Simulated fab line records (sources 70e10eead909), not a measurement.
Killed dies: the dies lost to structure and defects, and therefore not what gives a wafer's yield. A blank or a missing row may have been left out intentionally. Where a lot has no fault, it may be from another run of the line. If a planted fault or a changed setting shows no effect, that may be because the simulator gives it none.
fab line records	flow nandHarc
[record] lots = 12	wafers = 36	lastDay = 33
route steps=1302 shown A_CONTACT@1079 END@1302
lots that met no fault: taken from a fault-free run of the same line
startH: start of the lot's first displayed wafer, in hours after the record's first day	waitH: hours since the lot's step before	" unchanged from the row above	L1.1+2: a single row standing in for several wafers	- no value, or no start given	* or withheld: withheld	< > ~ a bound
route shown NAME@n: NAME is a module with steps in the file, n the number in the route of the first one	usual: mean and standard deviation over wafers with no fault	same: alike in all rows	chamber/n: place in a boat	sites: readings site by site	_std_site: standard deviation of those values	_edge_site: outer sites' mean less inner sites'	radiusMm: for every site, how far away it sits from the centre of the wafer	mask NAME#n: copy n	behind: the last tool/chamber to shape the wafer	hold: the reason the lot was held/the length of the hold in hours/how it ended	device: whichever transistor did not switch (one of n, p or np)	end of line: the route-end tests of the same wafers	step lacking rows: just its recipe	killed: dies that structure and defects cost at the first sort, which is not the same as the wafer's yield	map: dies across one wafer; x = killed, . = not, _ = none there
set.NAME: the setting that was run; set.NAME@STEP: the one run at that earlier step	model.NAME: the simulator's own value behind a step, which no gauge read
steps of the route over a sample of lots; a table a step, a row a wafer
services: a tool's chamber out of use, with start hour (startH, from the record's first day; less than 0 if before it), hours out, and reason
[[steps]]
[step NHARC_A_CONTACT_OVL_MEAS_09]
[usual] overlayXNm = -0.1/0.93	overlayYNm = 0.2/0.73
lot.wafer	tool	chamber	startH	waitH	overlayXNm	overlayYNm
L935.1	overlay-02	-	508.08	-	0.4	-0.6
L935.5	"	-	"	"	-0.2	-0.4
L935.6	"	-	"	"	-0.1	-0.1
L936.2	overlay-01	-	524.71	-	-1.5	-0.8
L936.3	"	-	"	"	-1.3	-0.3
L936.4	"	-	"	"	-1.0	-0.1
L938.1	overlay-02	-	549.98	-	-0.5	-0.4
L938.3	"	-	"	"	0.0	0.1
L938.5	"	-	"	"	-0.6	-0.1
L939.3	overlay-01	-	566.87	-	-0.1	0.2
L939.5	"	-	"	"	0.0	0.2
L939.6	"	-	"	"	-0.5	0.6
L941.1	overlay-02	-	582.57	-	1.3	-0.2
L941.2	"	-	"	"	0.7	-0.1
L941.3	"	-	"	"	1.1	0.0
L940.4	overlay-02	-	596.67	-	-0.8	0.0
L940.5	"	-	"	"	0.4	-0.3
L940.6	"	-	"	"	-0.3	0.4
L946.1	overlay-01	-	625.32	-	-0.1	-1.2
L946.4	"	-	"	"	-0.3	-0.7
L946.6	"	-	"	"	0.3	-0.6
L954.1	overlay-01	-	697.05	-	-0.2	1.7
L954.4	"	-	"	"	-1.1	2.4
L954.5	"	-	"	"	-0.9	1.8
L952.1	overlay-01	-	698.91	-	-0.3	0.4
L952.2	"	-	"	"	-0.2	0.8
L952.5	"	-	"	"	0.4	0.7
L956.1	overlay-01	-	726.92	-	-0.2	-0.6
L956.5	"	-	"	"	0.1	0.0
L956.6	"	-	"	"	-0.3	0.0
L955.2	overlay-01	-	732.50	-	0.9	0.8
L955.5	"	-	"	"	0.3	0.9
L955.6	"	-	"	"	0.5	0.9
L957.1	overlay-02	-	742.88	-	-2.0	-0.7
L957.4	"	-	"	"	-2.6	-0.5
L957.5	"	-	"	"	-1.9	-0.8
[step NHARC_A_CONTACT_DESCUM_13]
[recipe] timeS = 3	o2FlowSccm = 200	arFlowSccm = 0	biasPowerW = 0	chemistry = O2
[usual] chamberPressureMTorr = 60.00/0.058	drypumpMotorCurrentA = 5.7/0.56	oesProductAu = 1.006/0.0099	rfVppV = 57.7/0.92	showerheadPlenumPTorr = 1.89/0.11	throttleValvePct = 11.310/0.0094
lot.wafer	tool	chamber	startH	waitH	chamberPressureMTorr	drypumpMotorCurrentA	oesProductAu	rfHoursCounterH	rfVppV	showerheadPlenumPTorr	throttleValvePct
L935.1	rieDiel-05	3	508.18	0.1	60.09	5.8	1.005	29	58.6	1.79	11.319
L935.6	"	3	"	"	60.09	5.8	0.998	-	57.8	1.79	11.321
L935.5	"	0	"	"	59.94	6.7	1.006	-	57.7	1.79	11.314
L936.2	rieDiel-01	0	524.81	0.1	59.92	6.0	1.005	21	58.0	1.81	11.311
L936.3	"	1	"	"	60.01	4.9	0.998	22	57.7	2.07	11.298
L936.4	"	2	"	"	59.94	4.9	1.017	23	58.7	1.93	11.308
L938.3	rieDiel-01	3	550.07	0.1	60.04	6.3	1.007	26	58.5	1.82	11.304
L938.1	"	1	"	"	60.01	5.0	0.999	28	60.1	2.07	11.312
L938.5	"	0	"	"	60.00	6.0	0.994	-	57.9	1.81	11.321
L939.3	rieDiel-01	0	566.96	0.1	59.98	6.0	1.012	0	57.2	1.81	11.310
L939.5	"	1	"	"	60.14	4.9	1.007	-	58.8	2.07	11.306
L939.6	"	3	"	"	59.95	6.3	1.017	-	57.3	1.82	11.308
L941.1	rieDiel-01	1	582.68	0.1	60.02	4.9	1.003	3	58.6	2.07	11.313
L941.2	"	2	"	"	60.00	4.9	1.000	3	56.4	1.92	11.316
L941.3	"	3	"	"	60.05	6.3	1.015	3	58.0	1.82	11.306
L940.4	rieDiel-01	2	596.77	0.1	59.97	5.0	1.002	7	58.0	1.92	11.304
L940.5	"	1	"	"	60.06	4.9	1.012	-	57.4	2.06	11.302
L940.6	"	2	"	"	59.97	5.0	1.013	-	57.9	1.92	11.296
L946.1	rieDiel-05	3	625.42	0.1	59.90	5.8	1.003	13	57.4	1.78	11.317
L946.6	"	3	"	"	60.08	5.8	1.005	-	56.1	1.78	11.313
L946.4	"	1	"	"	60.10	5.3	1.004	-	56.9	1.81	11.302
L954.1	rieDiel-01	1	697.15	0.1	60.06	4.9	1.018	22	58.6	2.06	11.306
L954.4	"	3	"	"	60.03	6.3	1.014	24	58.1	1.82	11.292
L954.5	"	1	"	"	59.91	4.9	1.016	-	59.4	2.06	11.305
L952.1	rieDiel-01	1	699.01	0.1	59.99	5.0	1.008	23	59.2	2.06	11.314
L952.2	"	2	"	"	59.96	4.9	1.007	22	58.0	1.92	11.308
L952.5	"	1	"	"	60.01	4.9	0.998	-	59.5	2.06	11.325
L956.1	rieDiel-01	0	727.03	0.1	60.05	6.0	1.010	30	56.8	1.80	11.300
L956.6	"	3	"	"	60.01	6.3	1.016	-	57.1	1.81	11.305
L956.5	"	1	"	"	60.03	4.9	1.016	-	57.2	2.06	11.307
L955.2	rieDiel-01	1	732.59	0.1	59.97	4.9	1.013	31	56.9	2.06	11.322
L955.6	"	3	"	"	59.98	6.3	1.012	-	58.8	1.81	11.312
L955.5	"	0	"	"	60.05	6.0	1.009	-	58.8	1.80	11.292
L957.4	rieDiel-11	2	742.97	0.1	60.05	5.5	1.003	37	59.8	2.06	11.319
L957.1	"	3	"	"	60.01	5.4	1.016	40	57.5	2.02	11.323
L957.5	"	2	"	"	59.97	5.5	1.005	-	56.9	2.06	11.317
[step NHARC_A_CONTACT_ETCH_134]
[recipe] sourceW = withheld	pressureMtorr = 20	biasV = withheld	timeS = 140	targetDepthA = 7000	arFlowSccm = withheld	c4f8FlowSccm = withheld	o2FlowSccm = withheld	chemistry = C4F8/O2/Ar
[usual] chamberPressureMTorr = 20.000/0.019	oesAirLineAu = 1.003/0.021
lot.wafer	tool	chamber	startH	waitH	chamberPressureMTorr	oesAirLineAu	rfHoursCounterH
L935.1	harCapEtch-02	0	510.14	-	19.986	0.996	87
L935.5	"	1	"	"	20.013	0.985	-
L935.6	"	0	"	"	20.014	0.964	-
L936.2	harCapEtch-02	1	525.93	-	20.015	0.966	88
L936.4	"	1	"	"	19.996	1.023	-
L936.3	"	0	"	"	20.009	0.999	-
L938.1	harCapEtch-02	1	551.41	-	20.012	1.023	91
L938.3	"	0	"	"	20.018	1.014	-
L938.5	"	1	"	"	20.009	0.992	-
L939.3	harCapEtch-03	0	568.39	-	20.052	1.029	-
L939.5	"	1	"	"	19.995	1.000	-
L939.6	"	0	"	"	19.968	0.994	-
L941.1	harCapEtch-01	0	583.91	-	19.998	1.007	10
L941.2	"	1	"	"	19.989	0.976	10
L941.3	"	0	"	"	20.010	0.970	-
L940.4	harCapEtch-01	0	598.00	-	20.005	0.990	-
L940.6	"	0	"	"	19.995	0.971	-
L940.5	"	1	"	"	20.006	1.002	-
L946.1	harCapEtch-03	1	626.75	-	20.000	1.002	66
L946.4	"	1	"	"	19.996	1.016	-
L946.6	"	0	"	"	20.015	1.010	-
L954.1	harCapEtch-03	1	698.28	-	-	-	-
L954.4	"	0	"	"	-	-	-
L954.5	"	1	"	"	-	-	-
L952.2	harCapEtch-01	1	700.13	-	-	-	-
L952.1	"	0	"	"	-	-	-
L952.5	"	0	"	"	-	-	-
L956.1	harCapEtch-01	1	728.36	-	19.998	1.016	36
L956.6	"	1	"	"	20.005	0.998	-
L956.5	"	0	"	"	19.968	1.046	-
L955.2	harCapEtch-03	1	733.93	-	20.020	0.987	84
L955.5	"	1	"	"	20.006	1.027	-
L955.6	"	0	"	"	19.982	0.998	-
L957.1	harCapEtch-01	0	744.09	-	19.984	1.005	37
L957.4	"	1	"	"	20.017	0.984	-
L957.5	"	1	"	"	19.990	1.004	-
[step NHARC_A_CONTACT_ETCH_137]
[recipe] sourceW = withheld	pressureMtorr = 20	biasV = 1200	timeS = 311	targetDepthA = 19120	arFlowSccm = withheld	c4f8FlowSccm = withheld	o2FlowSccm = withheld	chemistry = C4F8/O2/Ar
[usual] chamberPressureMTorr = 20.000/0.017	oesAirLineAu = 0.998/0.021
lot.wafer	tool	chamber	startH	waitH	chamberPressureMTorr	oesAirLineAu	rfHoursCounterH
L935.1	harCapEtch-02	0	510.90	0.2	20.021	1.002	87
L935.5	"	1	"	"	20.006	0.972	-
L935.6	"	0	"	"	19.978	0.981	-
L936.2	harCapEtch-02	1	526.68	0.2	20.012	0.998	89
L936.4	"	1	"	"	19.992	0.989	-
L936.3	"	0	"	"	20.009	1.006	-
L938.1	harCapEtch-02	1	552.15	0.2	19.975	1.031	92
L938.3	"	0	"	"	19.986	1.010	-
L938.5	"	1	"	"	20.005	1.020	-
L939.3	harCapEtch-03	0	569.17	0.2	19.990	0.983	-
L939.5	"	1	"	"	20.007	0.974	-
L939.6	"	0	"	"	19.965	0.988	-
L941.1	harCapEtch-01	0	584.89	0.3	20.018	1.012	11
L941.2	"	1	"	"	19.994	0.993	11
L941.3	"	0	"	"	20.003	1.004	-
L940.4	harCapEtch-01	0	599.37	0.4	19.998	0.966	-
L940.6	"	0	"	"	19.985	1.008	-
L940.5	"	1	"	"	20.026	1.016	-
L946.1	harCapEtch-03	1	627.49	0.2	20.021	1.043	67
L946.4	"	1	"	"	19.992	1.033	-
L946.6	"	0	"	"	19.992	1.007	-
L954.1	harCapEtch-03	1	699.02	0.2	19.975	1.002	78
L954.4	"	0	"	"	19.995	1.005	-
L954.5	"	1	"	"	19.988	1.008	-
L952.2	harCapEtch-01	1	700.86	0.2	19.994	0.966	31
L952.1	"	0	"	"	20.007	1.031	31
L952.5	"	0	"	"	19.995	0.993	-
L956.1	harCapEtch-01	1	729.10	0.2	20.015	0.992	37
L956.6	"	1	"	"	20.018	0.968	-
L956.5	"	0	"	"	19.986	0.958	-
L955.2	harCapEtch-03	1	734.67	0.2	19.975	0.973	84
L955.5	"	1	"	"	19.998	0.989	-
L955.6	"	0	"	"	20.010	1.004	-
L957.1	harCapEtch-01	0	744.83	0.2	20.001	0.951	38
L957.4	"	1	"	"	19.986	0.980	-
L957.5	"	1	"	"	20.012	0.980	-
[step NHARC_END_SORT_01]
[recipe] tempC = 25
[usual] killedAtArray = 62/15	killedAtOther = 0.8/1	killedAtPeriphery = 3.7/2.6	killedDies = 66/15	killedOpen = 3.1/1.8	killedShort = 2.6/1.7
[same] grossDies = 677
lot.wafer	tool	chamber	startH	waitH	killedAtArray	killedAtOther	killedAtPeriphery	killedDies	killedOpen	killedShort
L954.1	prober-01	0	747.54	2.5	671	3	3	677	2	0
L954.4	prober-01	0	749.94	3.4	671	2	4	677	6	4
L954.5	prober-01	0	750.74	3.7	671	0	6	677	2	6
L952.1	prober-02	0	747.55	2.5	674	0	3	677	5	3
L952.2	prober-02	0	748.35	2.8	672	0	5	677	2	4
L952.5	prober-02	0	750.73	3.7	675	0	2	677	5	0
// killed by level:class
L954.1 A_CONTACT:areaEtch=615 A_CHANNEL_HOLE_D2:chamberFilmFlake=20 A_SLIT:chamberFilmFlake=15 A_CHANNEL_HOLE_D1:chamberFilmFlake=12 P_BONDPAD:chamberFilmFlake=3 A_STAIRCASE:chamberFilmFlake=3 A_WL_FILL:chamberFilmFlake=3 THIN_TSV:chamberFilmFlake=3
L952.1 A_CONTACT:areaEtch=620 A_CHANNEL_HOLE_D1:chamberFilmFlake=31 A_STAIRCASE:chamberFilmFlake=5 A_CONTACT:chamberFilmFlake=4 A_SLIT:chamberFilmFlake=3 A_M0:chamberFilmFlake=2 P_CONTACT:geometricParticle:open=1 P_M0:geometricParticle:open=1
L952.2 A_CONTACT:areaEtch=620 A_CHANNEL_HOLE_D1:chamberFilmFlake=30 P_CONTACT:chamberFilmFlake=4 A_STAIRCASE:chamberFilmFlake=4 A_SLIT:chamberFilmFlake=3 A_CONTACT:chamberFilmFlake=3 A_CHANNEL_HOLE_D1:unspecified=2 A_SOURCE_PLATE:geometricParticle:short=1
L954.4 A_CONTACT:areaEtch=590 A_SLIT:chamberFilmFlake=31 A_CHANNEL_HOLE_D1:chamberFilmFlake=14 A_CHANNEL_HOLE_D2:chamberFilmFlake=13 A_STAIRCASE:chamberFilmFlake=7 A_WL_FILL:chamberFilmFlake=3 A_CHANNEL_HOLE_D1:geometricParticle:open=2 A_M0:geometricParticle:open=2
L952.5 A_CONTACT:areaEtch=614 A_CHANNEL_HOLE_D1:chamberFilmFlake=32 A_CONTACT:chamberFilmFlake=10 A_STAIRCASE:chamberFilmFlake=6 A_SLIT:chamberFilmFlake=4 A_CHANNEL_HOLE_D1:unspecified=2 A_CHANNEL_HOLE_D2:chamberFilmFlake=2 P_M1:geometricParticle:open=1
L954.5 A_CONTACT:areaEtch=584 A_CHANNEL_HOLE_D2:chamberFilmFlake=30 A_SLIT:chamberFilmFlake=29 A_CHANNEL_HOLE_D1:chamberFilmFlake=8 A_STAIRCASE:chamberFilmFlake=8 P_BONDPAD:chamberFilmFlake=4 A_WL_FILL:chamberFilmFlake=4 A_ONON_D1:geometricParticle:short=2
[[services]]
tool	chamber	startH	hours	kind
rieDiel-01	0	487.89	-	clean
rieDiel-01	1	487.89	-	clean
rieDiel-01	2	487.89	-	clean
rieDiel-01	3	487.89	-	clean
harCapEtch-01	-	497.60	17.0	pm
harCapEtch-01	0	497.60	17.0	ventCycle
harCapEtch-01	1	497.60	17.0	ventCycle
rieDiel-01	0	512.39	-	clean
rieDiel-01	1	512.39	-	clean
rieDiel-01	2	512.39	-	clean
rieDiel-01	3	512.39	-	clean
harCapEtch-01	0	514.60	-	clean
harCapEtch-01	1	514.60	-	clean
harCapEtch-02	-	533.86	0.5	repair
rieDiel-01	0	536.89	-	clean
rieDiel-01	1	536.89	-	clean
rieDiel-01	-	557.82	9.0	pm
harCapEtch-02	-	564.73	1.6	repair
rieDiel-11	2	580.32	2.7	repair
rieDiel-05	-	583.66	9.0	pm
rieDiel-11	-	610.70	9.0	pm
rieDiel-05	0	624.22	17.4	repair
rieDiel-11	2	643.46	6.4	repair
rieDiel-01	-	734.82	9.0	pm
[[key]]
[firstSign] step = NHARC_A_CONTACT_ETCH_134	reading = toolRecord	direction = missing
[effect] step = NHARC_END_SORT_01	reading = killedAtArray	direction = up	sigmas = 40	usual = 62	struck = 672
[moreKillsBornAt] NHARC_A_CONTACT_ETCH_134@harCapEtch-01 = 1854	NHARC_A_CONTACT_ETCH_134@harCapEtch-03 = 1789
metAt NHARC_A_CONTACT_ETCH_134
struckLots L952,L954
laterRowsLeftOut L952.1,L952.2,L952.5,L954.1,L954.4,L954.5
testerLeftOut L952,L954
notActingAt NHARC_A_CONTACT_OVL_MEAS_09,NHARC_A_CONTACT_DESCUM_13,NHARC_A_CONTACT_ETCH_137
onsetBetween 626.75 698.28
[fault] kind = skippedStepWhole	tool = harCapEtch-01,harCapEtch-03	chamber = -	onsetH = 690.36	steps = NHARC_A_CONTACT_ETCH_134	scope = struckLotsOnly
// testerLeftOut: of these lots the tester's yield and bins aren't shown, on N5 and GAA mostly nor the transistor test; their killed dies are dies lost to structure and defects alone, not to doping, threshold or leakage, so they don't give the yield
// laterRowsLeftOut: the simulator's readings of these wafers behind a module that went badly wrong aren't trusted and aren't shown, but for the sort
